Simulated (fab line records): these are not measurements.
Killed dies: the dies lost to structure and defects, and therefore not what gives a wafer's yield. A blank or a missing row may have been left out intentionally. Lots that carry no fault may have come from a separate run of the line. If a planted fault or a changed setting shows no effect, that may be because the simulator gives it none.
2 desks looking at one fault | flow n5-finfet | each desk holds nothing but its own numbers, with what lay behind them at the end

== TOOL OWNER'S DESK, ald-sin-01 ==
The tool's own readings at N5_SPACER0_ALD_08 (deposits SiNx, target thk 2 nm): means of the sampled wafers that have a number, for each lot that ran on this tool. Any lot whose mean is over 4 standard deviations away from the usual mean is out of limits and marked OUT; that distance is given in the brackets.
Columns: A = chamber-pressure-Torr at N5_SPACER0_ALD_08, usual 2.000 Torr; B = heater-power-outer-w at N5_SPACER0_ALD_08, usual 516 W; C = heater-power-w at N5_SPACER0_ALD_08, usual 831 W
lot  | first seen here | A     | B   | C
L583 | day 3 19:01     | 2.001 | 484 | 767
L598 | day 7 11:33     | 1.997 | 504 | 827
L599 | day 7 19:17     | 2.006 | 556 | 903
Result from this desk: across the 3 lots, nothing is out of limits.

== METROLOGY DESK ==
Means of the sampled wafers that have a number, per lot and without regard to the tool the lot ran on: this is what the gauges read. Any lot whose mean is over 4 standard deviations away from the usual mean is out of limits and marked OUT; that distance is given in the brackets. Readings shown: 7 out of 20 (the first out of limits, and those lying furthest out on some lot).
Columns: A = DIBL_N at N5_BEOL_M4_RC_MEAS_101, usual 36.6 mV/V; B = IOFF_N at N5_BEOL_M4_RC_MEAS_101, usual 0.167 nA/um; C = IOFF_N_85C at N5_BEOL_M4_RC_MEAS_101, usual 3.3 nA/um; D = IOFF_N_LIN at N5_BEOL_M4_RC_MEAS_101, usual 0.077 nA/um; E = IOFF_P at N5_BEOL_M4_RC_MEAS_101, usual 0.219 nA/um; F = IOFF_P_85C at N5_BEOL_M4_RC_MEAS_101, usual 3.8 nA/um; G = IOFF_P_LIN at N5_BEOL_M4_RC_MEAS_101, usual 0.104 nA/um
lot  | first seen here | A              | B               | C              | D               | E               | F              | G
L583 | day 3 18:01     | 36.6           | 0.171           | 3.3            | 0.078           | 0.236           | 4.0            | 0.111
L591 | day 5 16:28     | 51.0 (+11) OUT | 0.716 (+24) OUT | 10.9 (+20) OUT | 0.236 (+18) OUT | 0.985 (+26) OUT | 13.4 (+23) OUT | 0.371 (+22) OUT
L592 | day 5 23:29     | 53.1 (+13) OUT | 0.753 (+25) OUT | 11.4 (+21) OUT | 0.244 (+19) OUT | 0.898 (+23) OUT | 12.5 (+21) OUT | 0.335 (+19) OUT
L593 | day 6 05:17     | 52.9 (+13) OUT | 0.838 (+29) OUT | 12.5 (+24) OUT | 0.260 (+21) OUT | 0.949 (+25) OUT | 12.8 (+21) OUT | 0.327 (+19) OUT
L598 | day 7 10:46     | 35.9           | 0.158           | 3.1            | 0.076           | 0.225           | 3.9            | 0.106
L599 | day 7 18:34     | 37.1           | 0.170           | 3.3            | 0.076           | 0.226           | 3.9            | 0.104
L600 | day 8 04:33     | 38.1           | 0.169           | 3.3            | 0.077           | 0.196           | 3.4            | 0.089
L601 | day 8 08:31     | 37.2           | 0.172           | 3.3            | 0.078           | 0.234           | 4.0            | 0.107
L603 | day 8 16:16     | 36.0           | 0.155           | 3.1            | 0.073           | 0.186           | 3.4            | 0.093
This desk finds L591, L592, L593 out of limits, with the earliest case on L591 at day 11 14:51 (DIBL_N at N5_BEOL_M4_RC_MEAS_101). Within limits: L583, L598, L599, L600, L601, L603.

== TAKEN TOGETHER ==
L591, L592, L593 would have let the metrology desk raise an alarm at day 11 14:51.
The tool owner's desk saw nothing out of limits.
The tool owner's desk has no number on record for L591, L592, L593.
All the named lots went through N5_SPACER0_ALD_08 on ald-sin-01.

== WHAT THE SIMULATOR HAD INSERTED ==
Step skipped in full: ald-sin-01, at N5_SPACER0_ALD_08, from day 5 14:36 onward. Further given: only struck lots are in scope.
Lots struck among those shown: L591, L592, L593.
Hours from the fault's start to each desk's first reading out of limits: the metrology desk, 144.
